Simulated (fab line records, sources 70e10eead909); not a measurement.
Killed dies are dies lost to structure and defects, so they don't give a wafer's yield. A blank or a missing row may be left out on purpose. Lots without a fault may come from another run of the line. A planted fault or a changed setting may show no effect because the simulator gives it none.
fab line records | flow nand_harc
record lots=11 wafers=33 last_day=34
route steps=1302 shown A_CHANNEL_HOLE_D2@582 END@1302
lots that met no fault: from a run of the same line without faults
start_h: hours from the record's first day to the start of the lot's first wafer shown | wait_h: hours since the lot's step before | " the same as in the row above | L1.1+2: a row that stands for several wafers | - no value, or no start given | * or withheld: withheld | < > ~ a bound
route shown NAME@n: a module of which the file shows steps, and the number in the route of the first | usual: mean/standard deviation of fault-free wafers | same: alike in all rows | chamber/n: place in a boat | sites: the reading at each site | _std_site: their standard deviation | _edge_site: outer sites' mean less inner sites' | radius_mm: how far each site lies from the wafer's centre | mask NAME#n: copy n | behind: the tool/chamber that last shaped the wafer | hold: why the lot was held/for how many hours/how that ended | device: the transistor (n, p or np) that didn't switch | end of line: the same wafers' tests at the end of the route | a step without rows: its recipe alone | killed: dies lost to structure and defects at the first sort, not the wafer's yield | map: a wafer's dies, x killed, . not, _ none there
set.NAME: the setting as run; set.NAME@STEP: as run at that earlier step | model.NAME: the simulator's own value behind a step, which no gauge read
steps of the route over a sample of lots; a table a step, a row a wafer
services: from which hour (start_h, from the record's first day; less than 0 if before it) a tool's chamber was out of use, for how many hours, and why
## steps
# step NHARC_A_CHANNEL_HOLE_D2_CD_MEAS_10
# recipe target_cd_nm=100 landing_energy_ev=500
# usual cd_nm=100.2/0.43
# columns lot.wafer tool chamber start_h wait_h cd_nm
L981.2 cd_sem-03 0 287.27 - 100.1
L981.3 " 0 " " 99.6
L981.5 " 0 " " 99.7
L982.1 cd_sem-03 0 308.73 - 101.4
L982.2 " 0 " " 100.8
L982.4 " 0 " " 100.4
L983.4 cd_sem-02 0 310.76 - 99.3
L983.5 " 0 " " 100.0
L983.6 " 0 " " 99.2
L990.3 cd_sem-01 0 393.58 - 100.4
L990.4 " 0 " " 100.9
L990.6 " 0 " " 100.6
L993.1 cd_sem-01 0 404.54 - 100.3
L993.3 " 0 " " 100.4
L993.5 " 0 " " 100.5
L100.1 cd_sem-03 0 476.82 - 100.6
L100.3 " 0 " " 100.7
L100.5 " 0 " " 99.6
L999.3 cd_sem-02 0 476.96 - 100.1
L999.4 " 0 " " 100.1
L999.6 " 0 " " 100.2
L102.1 cd_sem-03 0 492.38 - 100.1
L102.2 " 0 " " 99.5
L102.3 " 0 " " 100.3
L101.2 cd_sem-01 0 515.59 - 100.1
L101.5 " 0 " " 100.1
L101.6 " 0 " " 99.6
L103.2 cd_sem-03 0 527.58 - 99.6
L103.5 " 0 " " 99.7
L103.6 " 0 " " 100.5
L104.2 cd_sem-02 0 527.77 - 100.0
L104.3 " 0 " " 100.4
L104.6 " 0 " " 101.0
# step NHARC_A_CHANNEL_HOLE_D2_ETCH_39
# recipe target_depth_a=2600 over_etch_frac=0.3 time_s=325 ion_energy_ev=200 n2_flow_sccm=150 h2_flow_sccm=150 ar_flow_sccm=0 rf_w=400 bias_w=150 chemistry=N2/H2
# usual drypump_motor_current_A=5.9/0.43 oes_product_au=1.000/0.0072 rf_vpp_V=431.3/2.3 showerhead_plenum_p_Torr=2.07/0.079 throttle_valve_pct=14.170/0.0099
# same over_etch_frac=0.3
# columns lot.wafer tool chamber start_h wait_h drypump_motor_current_A oes_product_au rf_hours_counter_h rf_vpp_V showerhead_plenum_p_Torr throttle_valve_pct
L981.3 rie_diel-13 1 287.70 - 6.1 1.007 5.3 430.9 2.03 14.180
L981.2 " 2 " " 6.2 0.993 5.0 432.7 2.13 14.172
L981.5 " 0 " " 5.5 1.006 - 427.5 1.93 14.162
L982.2 rie_diel-01 0 309.12 - 6.2 0.997 4.4 434.1 2.20 14.172
L982.4 " 1 " " 6.0 0.987 5.0 431.7 2.12 14.157
L982.1 " 2 " " 4.9 1.004 5.4 431.0 2.02 14.171
L983.4 rie_diel-01 2 311.19 - 4.9 1.000 6.0 431.2 2.02 14.160
L983.6 " 3 " " 5.7 1.001 - 431.1 2.01 14.183
L983.5 " 0 " " 6.2 0.998 - 434.0 2.20 14.178
L990.3 rie_diel-13 1 393.98 - 6.1 0.987 1.8 430.1 2.03 14.172
L990.4 " 2 " " 6.2 0.985 1.8 433.8 2.13 14.178
L990.6 " 3 " " 5.5 0.997 - 432.2 2.10 14.154
L993.3 rie_diel-13 0 404.91 - 5.5 1.018 2.2 428.1 1.92 14.160
L993.1 " 1 " " 6.1 0.998 2.5 430.5 2.03 14.162
L993.5 " 1 " " 6.1 0.992 - 428.6 2.03 14.180
L100.1 rie_diel-13 3 477.19 - 5.5 1.002 5.8 431.6 2.10 14.171
L100.3 " 1 " " 6.1 1.006 7.1 429.3 2.03 14.186
L100.5 " 3 " " 5.5 1.011 - 431.6 2.10 14.169
L999.4 rie_diel-01 0 477.35 - 6.2 1.002 8.2 434.9 2.19 14.169
L999.3 " 1 " " 6.0 0.994 8.1 433.0 2.11 14.163
L999.6 " 0 " " 6.2 1.001 - 434.9 2.19 14.176
L102.2 rie_diel-13 1 492.75 - 6.1 1.002 8.0 431.0 2.03 14.165
L102.3 " 3 " " 5.4 1.002 6.4 432.1 2.10 14.166
L102.1 " 0 " " 5.4 1.001 7.2 427.1 1.92 14.168
L101.2 rie_diel-13 2 515.98 - 6.2 1.000 8.4 433.5 2.13 14.173
L101.6 " 1 " " 6.1 1.006 - 431.2 2.03 14.170
L101.5 " 2 " " 6.2 0.998 - 432.5 2.13 14.174
L103.2 rie_diel-01 3 527.94 - 5.7 1.003 8.8 429.4 2.01 14.159
L103.5 " 3 " " 5.7 0.994 - 431.1 2.01 14.162
L103.6 " 0 " " 6.2 1.001 - 434.3 2.19 14.164
L104.2 rie_diel-05 2 528.15 - 6.6 0.999 5.3 431.2 2.04 14.173
L104.3 " 0 " " 5.8 1.001 5.5 432.3 2.08 14.170
L104.6 " 2 " " 6.6 0.995 - 429.3 2.04 14.186
# step NHARC_A_CHANNEL_HOLE_D2_ETCH_20
# recipe bias_v=3000 source_w=withheld pressure_mtorr=20 time_s=361.9 ar_flow_sccm=375 c4f8_flow_sccm=89.3 o2_flow_sccm=35.7 temp_c=-20 target_depth_a=16000 chemistry=C4F8/O2/Ar
# usual drypump_motor_current_A=5.85/0.12 showerhead_plenum_p_Torr=3.69/0.16 throttle_valve_pct=32.154/0.0096
# columns lot.wafer tool chamber start_h wait_h drypump_motor_current_A rf_hours_counter_h showerhead_plenum_p_Torr throttle_valve_pct
L981.2 har_etch-02 0 289.08 0.1 5.87 368 3.40 32.161
L981.3 " 0 " " 5.96 - 3.40 32.154
L981.5 " 0 " " 5.91 - 3.40 32.164
L982.2 har_etch-01 1 310.21 0.1 5.96 159 3.58 32.157
L982.1 " 0 " " 5.81 159 3.70 32.143
L982.4 " 1 " " 5.98 - 3.58 32.152
L983.4 har_etch-01 0 314.54 0.2 5.82 - 3.69 32.155
L983.6 " 1 " " 5.98 - 3.58 32.155
L983.5 " 0 " " 5.83 - 3.69 32.177
L990.4 har_etch-01 1 398.77 0.2 5.96 - 3.55 32.149
L990.3 " 0 " " 5.83 - 3.67 32.173
L990.6 " 0 " " 5.83 - 3.67 32.177
L993.1 har_etch-01 0 407.96 0.1 5.82 221 3.66 32.152
L993.3 " 1 " " 5.96 - 3.55 32.153
L993.5 " 0 " " 5.83 - 3.66 32.150
L100.1 har_etch-02 1 480.35 0.1 5.63 49 3.87 32.146
L100.3 " 1 " " 5.62 - 3.87 32.140
L100.5 " 0 " " 5.93 - 3.90 32.165
L999.4 har_etch-01 0 480.69 0.2 5.84 - 3.64 32.143
L999.3 " 1 " " 5.95 - 3.52 32.139
L999.6 " 0 " " 5.83 - 3.64 32.159
L102.2 har_etch-01 0 493.87 0.1 5.83 275 3.63 32.141
L102.1 " 1 " " 5.95 275 3.52 32.165
L102.3 " 1 " " 5.93 - 3.52 32.157
L101.2 har_etch-01 0 517.07 0.1 5.85 282 3.63 32.160
L101.5 " 0 " " 5.84 - 3.63 32.162
L101.6 " 1 " " 5.96 - 3.51 32.165
L103.2 har_etch-01 1 529.28 0.3 5.93 - 3.51 32.158
L103.5 " 1 " " 5.98 - 3.51 32.160
L103.6 " 1 " " 5.99 - 3.51 32.157
L104.2 har_etch-02 1 531.80 0.1 5.61 80 3.85 32.140
L104.3 " 0 " " 5.86 - 3.88 32.152
L104.6 " 1 " " 5.62 - 3.85 32.146
# step NHARC_A_CHANNEL_HOLE_D2_ETCH_26
# recipe bias_v=300 source_w=2000 pressure_mtorr=30 time_s=224.1 ar_flow_sccm=375 c4f8_flow_sccm=11.4 o2_flow_sccm=113.6 temp_c=-20 target_depth_a=3000 chemistry=C4F8/O2/Ar
# usual drypump_motor_current_A=5.85/0.12 showerhead_plenum_p_Torr=3.73/0.17 throttle_valve_pct=24.585/0.0093
# columns lot.wafer tool chamber start_h wait_h drypump_motor_current_A rf_hours_counter_h showerhead_plenum_p_Torr throttle_valve_pct
L981.2 har_etch-02 0 292.73 0.7 5.91 372 3.43 24.576
L981.3 " 0 " " 5.89 - 3.43 24.590
L981.5 " 0 " " 5.91 - 3.43 24.603
L982.2 har_etch-01 1 313.88 0.7 5.97 163 3.62 24.585
L982.1 " 0 " " 5.81 163 3.74 24.580
L982.4 " 1 " " 5.97 - 3.62 24.558
L983.4 har_etch-01 0 318.16 0.4 5.83 - 3.74 24.575
L983.6 " 1 " " 5.98 - 3.61 24.584
L983.5 " 0 " " 5.82 - 3.74 24.584
L990.4 har_etch-01 1 402.40 0.5 5.93 - 3.59 24.582
L990.3 " 0 " " 5.81 - 3.71 24.588
L990.6 " 0 " " 5.84 - 3.71 24.581
L993.1 har_etch-01 0 411.62 0.7 5.84 224 3.70 24.594
L993.3 " 1 " " 5.98 - 3.58 24.588
L993.5 " 0 " " 5.85 - 3.70 24.591
L100.1 har_etch-02 1 484.00 0.6 5.63 53 3.92 24.573
L100.3 " 1 " " 5.62 - 3.92 24.579
L100.5 " 0 " " 5.98 - 3.95 24.575
L999.4 har_etch-01 0 484.33 0.5 5.82 - 3.68 24.597
L999.3 " 1 " " 5.95 - 3.56 24.603
L999.6 " 0 " " 5.83 - 3.68 24.583
L102.2 har_etch-01 0 497.53 0.7 5.83 278 3.67 24.588
L102.1 " 1 " " 5.95 278 3.55 24.572
L102.3 " 1 " " 5.97 - 3.55 24.591
L101.2 har_etch-01 0 520.72 0.7 5.82 286 3.67 24.589
L101.5 " 0 " " 5.83 - 3.67 24.600
L101.6 " 1 " " 5.97 - 3.55 24.570
L104.2 har_etch-02 1 535.49 0.7 5.63 84 3.90 24.572
L104.3 " 0 " " 5.88 - 3.93 24.587
L104.6 " 1 " " 5.63 - 3.90 24.583
L103.2 har_etch-01 1 536.57 1.2 5.96 - 3.54 24.594
L103.5 " 1 " " 5.95 - 3.54 24.594
L103.6 " 1 " " 5.99 - 3.54 24.585
# step NHARC_A_CHANNEL_HOLE_D2_INSPECT_40
# usual raw_defect_count=298/77
# columns lot.wafer tool chamber start_h wait_h raw_defect_count
L981.2 defect_inspect-01 - 294.65 - 236
L981.3 " - " " 301
L981.5 " - " " 324
L982.1 defect_inspect-02 - 315.82 - 308
L982.2 " - " " 309
L982.4 " - " " 251
L983.4 defect_inspect-02 - 319.99 - 392
L983.5 " - " " 299
L983.6 " - " " 253
L990.3 defect_inspect-02 - 404.26 - 1060
L990.4 " - " " 1011
L990.6 " - " " 1071
L993.1 defect_inspect-02 - 413.54 - 1005
L993.3 " - " " 1256
L993.5 " - " " 1036
L100.1 defect_inspect-01 - 485.91 - 349
L100.3 " - " " 244
L100.5 " - " " 241
L999.3 defect_inspect-02 - 486.21 - 309
L999.4 " - " " 331
L999.6 " - " " 413
L102.1 defect_inspect-02 - 499.46 - 245
L102.2 " - " " 269
L102.3 " - " " 276
L101.2 defect_inspect-01 - 522.65 - 242
L101.5 " - " " 272
L101.6 " - " " 256
L104.2 defect_inspect-01 - 537.93 - 284
L104.3 " - " " 268
L104.6 " - " " 349
L103.2 defect_inspect-02 - 538.81 - 256
L103.5 " - " " 276
L103.6 " - " " 346
# step NHARC_END_SORT_01
# recipe temp_c=25
# usual killed_at_array=62/16 killed_at_other=0.8/1.1 killed_at_periphery=4/3.2 killed_dies=67/16 killed_open=3.5/1.9 killed_short=2.1/1.5
# same gross_dies=677
# columns lot.wafer tool chamber start_h wait_h killed_at_array killed_at_other killed_at_periphery killed_dies killed_open killed_short
L993.1 prober-02 0 672.22 2.5 161 1 2 164 2 0
L993.3 prober-02 0 673.82 3.1 109 2 2 113 5 4
L993.5 prober-02 0 675.42 3.7 159 2 4 165 3 1
L990.3 prober-01 0 673.78 3.1 123 0 2 125 1 3
L990.4 prober-01 0 674.58 3.4 130 1 3 134 3 2
L990.6 prober-01 0 676.18 4.0 118 0 5 123 4 0
# killed by level:class
L993.1 A_CHANNEL_HOLE_D2:unspecified=96 A_SLIT:chamber_film_flake=34 A_CHANNEL_HOLE_D2:chamber_film_flake=19 A_CHANNEL_HOLE_D1:chamber_film_flake=3 A_BONDPAD:chamber_film_flake=3 A_ONON_D2:geometric_particle:open=2 A_CONTACT:chamber_film_flake=2 P_STI:chamber_film_flake=1
L990.3 A_CHANNEL_HOLE_D2:unspecified=86 A_CHANNEL_HOLE_D2:chamber_film_flake=20 A_CHANNEL_HOLE_D1:chamber_film_flake=6 A_CONTACT:chamber_film_flake=4 A_CHANNEL_FILL_D1:chamber_film_flake=2 A_CHANNEL_FILL_D1:geometric_particle:short=1 A_CHANNEL_HOLE_D2:geometric_particle:short=1 A_CONTACT:geometric_particle:open=1
L993.3 A_CHANNEL_HOLE_D2:unspecified=38 A_SLIT:chamber_film_flake=32 A_CHANNEL_HOLE_D2:chamber_film_flake=28 A_SOURCE_PLATE:geometric_particle:open=2 A_DECK1_JOINT:chamber_film_flake=2 P_CONTACT:geometric_particle:open=1 P_M0:geometric_particle:open=1 A_CHANNEL_FILL_D1:geometric_particle:short=1
L990.4 A_CHANNEL_HOLE_D2:unspecified=84 A_CHANNEL_HOLE_D1:chamber_film_flake=21 A_CHANNEL_HOLE_D2:chamber_film_flake=13 A_CONTACT:chamber_film_flake=6 A_WL_FILL:chamber_film_flake=2 P_CONTACT:geometric_particle:open=1 A_ONON_D1:geometric_particle:short=1 A_CHANNEL_FILL_D1:geometric_particle:open=1
L993.5 A_CHANNEL_HOLE_D2:unspecified=91 A_SLIT:chamber_film_flake=35 A_CHANNEL_HOLE_D2:chamber_film_flake=20 A_CHANNEL_HOLE_D1:chamber_film_flake=7 THIN_TSV:chamber_film_flake=2 P_CONTACT:geometric_particle:short=1 P_M1:geometric_particle:open=1 A_ONON_D2:geometric_particle:open=1
L990.6 A_CHANNEL_HOLE_D2:unspecified=59 A_CHANNEL_HOLE_D1:chamber_film_flake=34 A_CHANNEL_HOLE_D2:chamber_film_flake=14 A_SLIT:chamber_film_flake=4 A_CONTACT:chamber_film_flake=2 P_GATE:geometric_particle:open=1 P_M0:geometric_particle:open=1 A_BLC:geometric_particle:open=1
## services
# columns tool chamber start_h hours kind
rie_diel-13 0 272.30 - clean
rie_diel-13 1 272.30 - clean
rie_diel-13 2 272.30 - clean
rie_diel-13 3 272.30 - clean
rie_diel-01 2 294.76 7.8 repair
rie_diel-13 0 296.80 - clean
rie_diel-13 1 296.80 - clean
rie_diel-13 - 308.01 2.1 repair
rie_diel-01 2 338.17 7.4 repair
rie_diel-01 - 380.80 9.0 pm
har_etch-02 - 382.85 17.0 pm
rie_diel-05 - 406.62 9.0 pm
rie_diel-01 3 454.18 17.9 repair
rie_diel-05 - 463.92 0.3 repair
rie_diel-13 1 464.11 2.0 repair
rie_diel-01 2 464.28 7.7 repair
rie_diel-05 1 464.99 8.5 repair
rie_diel-01 3 493.79 14.7 repair
rie_diel-01 1 500.33 1.9 repair
rie_diel-05 2 503.80 13.0 repair
rie_diel-13 - 519.31 9.0 pm
har_etch-01 0 521.11 - consumable_replace:esc
har_etch-01 0 521.11 17.0 scheduled_down
har_etch-01 0 521.11 17.0 vent_cycle
## key
first_sign step=NHARC_A_CHANNEL_HOLE_D2_INSPECT_40 reading=raw_defect_count direction=up sigmas=10 usual=298 struck=1073
effect step=NHARC_END_SORT_01 reading=killed_at_array direction=up sigmas=4.4 usual=62 struck=133
more_kills_born_at NHARC_A_CHANNEL_HOLE_D2_ETCH_39@rie_diel-13=454
met_at NHARC_A_CHANNEL_HOLE_D2_ETCH_39
struck_lots L990,L993
tester_left_out L990,L993
not_acting_at NHARC_A_CHANNEL_HOLE_D2_CD_MEAS_10,NHARC_A_CHANNEL_HOLE_D2_ETCH_20,NHARC_A_CHANNEL_HOLE_D2_ETCH_26
onset_between 287.70 393.98
fault kind=chamber_particle_source tool=rie_diel-13 chamber=- onset_h=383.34 steps=NHARC_A_CHANNEL_HOLE_D2_ETCH_39 rate_per_visit_cm2=1.1778 end_h=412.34
# tester_left_out: of these lots the tester's yield and bins aren't shown, on N5 and GAA mostly nor the transistor test; their killed dies are dies lost to structure and defects alone, not to doping, threshold or leakage, so they don't give the yield
